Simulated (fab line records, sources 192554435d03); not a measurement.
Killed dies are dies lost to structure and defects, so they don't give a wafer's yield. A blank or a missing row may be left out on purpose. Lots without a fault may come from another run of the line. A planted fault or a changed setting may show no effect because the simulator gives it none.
fab line records | flow n5_finfet
record lots=11 wafers=33 last_day=19
route steps=1938 shown BEOL_M15@1774 PASSIVATION@1915
lots that met no fault: from a run of the same line without faults
start_h: hours from the record's first day to the start of the lot's first wafer shown | wait_h: hours since the lot's step before | " the same as in the row above | L1.1+2: a row that stands for several wafers | - no value, or no start given | * or withheld: withheld | < > ~ a bound
route shown NAME@n: a module of which the file shows steps, and the number in the route of the first | usual: mean/standard deviation of fault-free wafers | same: alike in all rows | chamber/n: place in a boat | sites: the reading at each site | _std_site: their standard deviation | _edge_site: outer sites' mean less inner sites' | radius_mm: how far each site lies from the wafer's centre | mask NAME#n: copy n | behind: the tool/chamber that last shaped the wafer | hold: why the lot was held/for how many hours/how that ended | device: the transistor (n, p or np) that didn't switch | end of line: the same wafers' tests at the end of the route | a step without rows: its recipe alone | killed: dies lost to structure and defects at the first sort, not the wafer's yield | map: a wafer's dies, x killed, . not, _ none there
set.NAME: the setting as run; set.NAME@STEP: as run at that earlier step | model.NAME: the simulator's own value behind a step, which no gauge read
steps of the route over a sample of lots; a table a step, a row a wafer
services: from which hour (start_h, from the record's first day; less than 0 if before it) a tool's chamber was out of use, for how many hours, and why
## steps
# step N5_BEOL_M15_THK_MEAS_01
# recipe reads=SiO2_of_BEOL_M15_ILD_DEP_00
# usual M15_ILD_THK=1625/22
# columns lot.wafer tool chamber start_h wait_h M15_ILD_THK[nm]
L486.2 film_metro-02 - 286.76 0.1 1604
L486.5 " - " " 1638
L486.6 " - " " 1665
L488.2 film_metro-02 - 310.45 0.1 1619
L488.4 " - " " 1657
L488.6 " - " " 1657
L493.3 film_metro-01 - 319.85 0.1 1592
L493.5 " - " " 1618
L493.6 " - " " 1639
L494.3 film_metro-01 - 353.73 0.1 1626
L494.5 " - " " 1627
L494.6 " - " " 1650
L495.2 film_metro-01 - 355.60 0.1 1615
L495.3 " - " " 1651
L495.4 " - " " 1667
L499.4 film_metro-01 - 367.78 0.0 1625
L499.5 " - " " 1652
L499.6 " - " " 1621
L505.3 film_metro-01 - 392.67 0.1 1595
L505.4 " - " " 1614
L505.6 " - " " 1629
L504.1 film_metro-02 - 402.80 0.2 1620
L504.3 " - " " 1613
L504.5 " - " " 1635
L507.1 film_metro-01 - 422.45 0.1 1612
L507.4 " - " " 1653
L507.5 " - " " 1635
L508.2 film_metro-02 - 422.85 0.1 1604
L508.3 " - " " 1592
L508.6 " - " " 1617
L509.3 film_metro-02 - 429.39 0.1 1614
L509.4 " - " " 1622
L509.5 " - " " 1640
# step N5_BEOL_M15_ETCH_59
# recipe chemistry=N2/H2 target=BARC target_depth_a=890 overetch_a=267 time_s=67.9 ion_energy_ev=200 pressure_mtorr=30 source_w=840 bias_w=150 n2_flow_sccm=200 h2_flow_sccm=200
# usual drypump_motor_current_A=5.8/0.46 h2_flow_sccm=200.0/0.51 oes_product_au=0.66/0.06 rf_vpp_V=524.0/2.4 showerhead_plenum_p_Torr=2.55/0.086 throttle_valve_pct=17.87/0.24
# columns lot.wafer tool chamber start_h wait_h drypump_motor_current_A h2_flow_sccm oes_product_au rf_hours_counter_h rf_vpp_V showerhead_plenum_p_Torr throttle_valve_pct
L486.2 rie_diel-06 0 288.75 0.0 6.6 200.1 0.74 64 526.7 2.59 17.43
L486.5 " 3 " " 6.0 200.9 0.64 - 524.2 2.52 17.77
L486.6 " 0 " " 6.6 199.2 0.75 - 525.6 2.59 17.42
L488.2 rie_diel-01 3 310.88 0.0 6.3 199.7 0.71 82 521.3 2.45 17.46
L488.4 " 0 " " 6.0 199.9 0.59 213 522.8 2.52 18.13
L488.6 " 1 " " 5.8 200.3 0.60 - 520.3 2.42 18.15
L493.3 rie_diel-06 0 320.27 0.0 6.6 199.2 0.73 75 524.9 2.59 17.45
L493.5 " 0 " " 6.6 199.9 0.73 - 525.6 2.59 17.46
L493.6 " 1 " " 5.2 200.3 0.72 - 524.0 2.59 18.07
L494.3 rie_diel-06 1 354.15 0.0 5.2 200.0 0.71 65 523.9 2.58 18.11
L494.5 " 2 " " 6.0 199.8 0.61 - 524.8 2.62 17.94
L494.6 " 3 " " 5.9 200.7 0.63 - 523.8 2.51 17.79
L495.2 rie_diel-03 1 356.15 0.0 5.0 200.3 0.66 140 520.2 2.45 18.18
L495.3 " 2 " " 5.1 199.4 0.65 132 524.2 2.56 17.96
L495.4 " 0 " " 5.5 200.6 0.73 56 525.1 2.59 17.83
L499.4 rie_diel-01 0 368.24 0.0 6.1 200.2 0.58 229 523.0 2.51 18.15
L499.5 " 3 " " 6.3 200.8 0.68 - 521.4 2.45 17.49
L499.6 " 0 " " 6.0 200.3 0.58 - 525.0 2.51 18.16
L505.3 rie_diel-06 2 394.04 0.0 6.0 200.7 0.60 220 525.7 2.62 17.96
L505.4 " 1 " " 5.2 200.1 0.70 - 524.0 2.58 18.11
L505.6 " 2 " " 6.0 200.4 0.60 - 526.5 2.62 17.96
L504.1 rie_diel-01 3 404.32 0.0 6.3 199.8 0.68 116 521.4 2.44 17.51
L504.3 " 2 " " 5.9 200.0 0.63 175 526.3 2.63 17.91
L504.5 " 0 " " 6.0 200.3 0.57 - 522.7 2.51 18.19
L507.1 rie_diel-01 2 424.68 0.0 5.9 200.6 0.62 188 526.2 2.63 17.96
L507.4 " 2 " " 5.9 200.3 0.62 - 526.4 2.63 17.97
L507.5 " 3 " " 6.3 199.9 0.66 - 519.7 2.43 17.54
L508.2 rie_diel-06 3 425.37 0.0 6.0 199.5 0.60 224 522.8 2.50 17.83
L508.3 " 0 " " 6.6 199.4 0.69 113 522.5 2.57 17.51
L508.6 " 2 " " 6.0 200.4 0.59 - 523.5 2.61 18.00
L509.3 rie_diel-01 2 429.85 0.0 5.9 200.5 0.61 192 525.6 2.62 17.98
L509.4 " 1 " " 5.8 200.0 0.82 - 527.8 2.73 17.77
L509.5 " 2 " " 5.8 199.2 0.61 - 526.5 2.62 17.97
# step N5_BEOL_M15_DEGAS_41
# recipe ambient=vacuum temp_c=300 time_s=60
# usual heater_power_w=479/49
# columns lot.wafer tool chamber start_h wait_h heater_power_w
L486.2 pvd_sputter-03 - 300.22 0.6 453
L486.5 " - " " 430
L486.6 " - " " 515
L488.2 pvd_sputter-03 - 314.63 0.4 523
L488.4 " - " " 520
L488.6 " - " " 517
L493.3 pvd_sputter-03 - 322.93 0.2 437
L493.5 " - " " 521
L493.6 " - " " 456
L494.3 pvd_sputter-03 - 356.24 0.0 443
L494.5 " - " " 515
L494.6 " - " " 409
L495.2 pvd_sputter-02 - 360.58 0.3 483
L495.3 " - " " 485
L495.4 " - " " 561
L499.4 pvd_sputter-01 - 370.73 0.1 398
L499.5 " - " " 397
L499.6 " - " " 480
L505.3 pvd_sputter-02 - 402.00 0.2 562
L505.4 " - " " 443
L505.6 " - " " 497
L504.1 pvd_sputter-03 - 411.65 1.1 516
L504.3 " - " " 434
L504.5 " - " " 444
L507.1 pvd_sputter-02 - 428.02 0.1 499
L507.4 " - " " 564
L507.5 " - " " 421
L508.2 pvd_sputter-02 - 430.76 0.4 481
L508.3 " - " " 506
L508.6 " - " " 568
L509.3 pvd_sputter-03 - 434.31 0.3 444
L509.4 " - " " 406
L509.5 " - " " 450
# step N5_PASSIVATION_PECVD_53
# recipe material=SiO2 target_thk_a=8000 temp_c=400 precursor=TEOS/O2 pressure_torr=6.5 rf_w=withheld teos_flow_sccm=withheld gas=O2 flow_sccm=2650 time_s=169.4
# usual susceptor_temp_C=400.02/0.22
# columns lot.wafer tool chamber start_h wait_h susceptor_temp_C
L486.2 pecvd-01 2 313.05 0.0 400.03
L486.5 " 0 " " 399.76
L486.6 " 2 " " 400.03
L488.2 pecvd-04 0 334.12 0.0 400.19
L488.4 " 2 " " 399.86
L488.6 " 0 " " 400.14
L493.3 pecvd-04 2 349.91 0.0 400.33
L493.5 " 2 " " 400.21
L493.6 " 1 " " 400.20
L494.3 pecvd-01 2 367.70 0.0 399.84
L494.5 " 1 " " 400.01
L494.6 " 2 " " 399.67
L495.2 pecvd-04 0 371.89 0.0 392.74
L495.3 " 1 " " 392.80
L495.4 " 2 " " 392.31
L499.4 pecvd-04 2 384.97 0.1 392.75
L499.5 " 2 " " 392.81
L499.6 " 0 " " 392.41
L505.3 pecvd-01 2 414.88 0.0 399.94
L505.4 " 1 " " 399.96
L505.6 " 0 " " 399.93
L504.1 pecvd-01 2 423.91 0.0 400.11
L504.3 " 0 " " 400.08
L504.5 " 2 " " 400.31
L507.1 pecvd-02 0 439.87 0.0 400.17
L507.4 " 2 " " 399.65
L507.5 " 1 " " 399.46
L508.2 pecvd-02 1 441.34 0.0 399.85
L508.3 " 0 " " 400.16
L508.6 " 1 " " 400.08
L509.3 pecvd-02 0 444.88 0.0 399.89
L509.4 " 1 " " 399.95
L509.5 " 0 " " 400.02
# step N5_PASSIVATION_PROBE_49
# usual defect_limited_yield=91.6/1.4 killed_at_M0_to_M3=35/10 killed_at_M4_up=13/4.8 killed_at_contacts=12/7.2 killed_at_front_end=36/12 killed_at_other=4/3.1 killed_dies=100/17 killed_open=66/13 killed_short=32/7.3 sort_bin_5_function=5.0/0.94 sort_bin_6_memory=3.1/0.67 sort_bin_8_speed=0.01/0.047 sort_n_pass=1080/17 sort_yield_pct=91.6/1.4
# same gross_dies=1180 killed_at_back_side=0 sort_bin_4_leakage[%]=0
# columns lot.wafer tool chamber start_h wait_h defect_limited_yield[%] killed_at_M0_to_M3 killed_at_M4_up killed_at_contacts killed_at_front_end killed_at_other killed_dies killed_open killed_short sort_bin_5_function[%] sort_bin_6_memory[%] sort_bin_8_speed[%] sort_n_pass sort_yield_pct[%]
L495.2 prober-02 - 375.75 0.1 93.1 28 10 10 17 17 82 48 18 4.2 2.7 0 1098 93.1
L495.3 prober-02 - 375.80 0.1 94.7 18 4 9 13 18 62 35 12 3.8 1.4 0 1118 94.7
L495.4 prober-02 - 375.85 0.2 91.7 32 11 15 21 19 98 58 21 5.3 2.7 0 1082 91.7
L499.4 prober-01 - 389.16 0.2 90.8 26 11 15 32 25 109 55 36 5.6 3.0 0 1071 90.8
L499.5 prober-01 - 389.21 0.2 90.4 47 18 7 24 17 113 68 33 6.3 3.0 0 1067 90.4
L499.6 prober-01 - 389.26 0.3 90.0 30 15 7 41 25 118 66 32 7.2 2.6 0 1062 90.0
# killed by level:class
L495.2 PASSIVATION:area_pecvd=16 MOL_CONTACT_COAG:geometric_particle:open=8 BEOL_M1:geometric_particle:open=8 BEOL_M3:geometric_particle:open=8 STI_FIN_REVEAL:geometric_particle:open=5 BEOL_M2:geometric_particle:open=4 ILD0:geometric_particle:short=3 BEOL_M0_SAQP:geometric_particle:short=3
L495.3 PASSIVATION:area_pecvd=15 MOL_CONTACT_COAG:geometric_particle:open=6 BEOL_M1:geometric_particle:open=6 BEOL_M0_SAQP:geometric_particle:open=4 BEOL_M2:geometric_particle:open=4 SPACER0:geometric_particle:open=3 MOL_CONTACT_COAG:geometric_particle:short=3 FIN_SAQP:geometric_particle:open=2
L495.4 PASSIVATION:area_pecvd=19 MOL_CONTACT_COAG:geometric_particle:open=13 BEOL_M2:geometric_particle:open=8 BEOL_M0:geometric_particle:open=5 BEOL_M1:geometric_particle:open=5 FIN_SAQP:geometric_particle:short=4 DUMMY_GATE:geometric_particle:open=4 BEOL_M0_SAQP:geometric_particle:open=4
L499.4 PASSIVATION:area_pecvd=18 MOL_CONTACT_COAG:geometric_particle:open=12 BEOL_M0_SAQP:geometric_particle:short=9 FIN_SAQP:geometric_particle:short=7 GATE_CUT:geometric_particle:open=7 BEOL_M1:geometric_particle:open=6 FIN_SAQP:geometric_particle:open=4 BEOL_M0_SAQP:geometric_particle:open=4
L499.5 BEOL_M0_SAQP:geometric_particle:open=14 BEOL_M0_SAQP:geometric_particle:short=10 PASSIVATION:area_pecvd=10 FIN_SAQP:geometric_particle:short=8 BEOL_M1:geometric_particle:open=8 MOL_CONTACT_COAG:geometric_particle:open=6 STI_FIN_REVEAL:geometric_particle:open=5 BEOL_M2:geometric_particle:open=5
L499.6 PASSIVATION:area_pecvd=20 FIN_SAQP:geometric_particle:open=10 BEOL_M0:geometric_particle:open=8 BEOL_M1:geometric_particle:open=7 MOL_CONTACT_COAG:geometric_particle:open=6 FIN_SAQP:geometric_particle:short=5 GATE_CUT:geometric_particle:open=5 STI_FIN_REVEAL:geometric_particle:open=4
## services
# columns tool chamber start_h hours kind
pvd_sputter-01 - 272.01 0.5 repair
rie_diel-03 - 281.46 14.6 pm
pecvd-02 1 291.84 19.8 repair
rie_diel-03 0 348.81 7.2 repair
pecvd-01 - 353.31 0.8 repair
pvd_sputter-02 - 375.57 6.0 repair
pvd_sputter-03 - 378.12 2.5 repair
rie_diel-01 1 381.93 - clean
rie_diel-01 1 381.93 - consumable_replace:focus_ring
rie_diel-01 1 381.93 - consumable_replace:showerhead
rie_diel-01 1 381.93 34.8 scheduled_down
rie_diel-01 1 381.93 34.8 vent_cycle
pecvd-04 1 383.62 - clean
pecvd-02 0 388.25 6.3 repair
rie_diel-06 3 390.17 4.9 repair
pecvd-02 - 404.61 0.9 repair
pecvd-01 - 409.82 2.8 pm
rie_diel-01 0 412.31 8.5 repair
pvd_sputter-01 - 414.55 1.5 repair
pecvd-02 - 416.50 0.8 repair
rie_diel-01 0 420.85 - clean
rie_diel-01 0 420.85 - consumable_replace:focus_ring
rie_diel-01 0 420.85 14.2 scheduled_down
rie_diel-01 0 420.85 14.2 vent_cycle
## key
first_sign step=N5_PASSIVATION_PECVD_53 reading=susceptor_temp_C direction=down sigmas=33 usual=* struck=*
effect step=N5_PASSIVATION_PROBE_49 reading=killed_at_other direction=up sigmas=5.3 usual=4 struck=20
met_at N5_PASSIVATION_PECVD_53
struck_lots L495,L499
not_acting_at N5_BEOL_M15_THK_MEAS_01,N5_BEOL_M15_ETCH_59,N5_BEOL_M15_DEGAS_41
onset_between 349.91 371.89
fault kind=process_parameter_drift tool=pecvd-04 chamber=- onset_h=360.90 steps=N5_PASSIVATION_PECVD_53 channel=temp_c offset=* shape=step end_h=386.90 acts_in=* stated=*
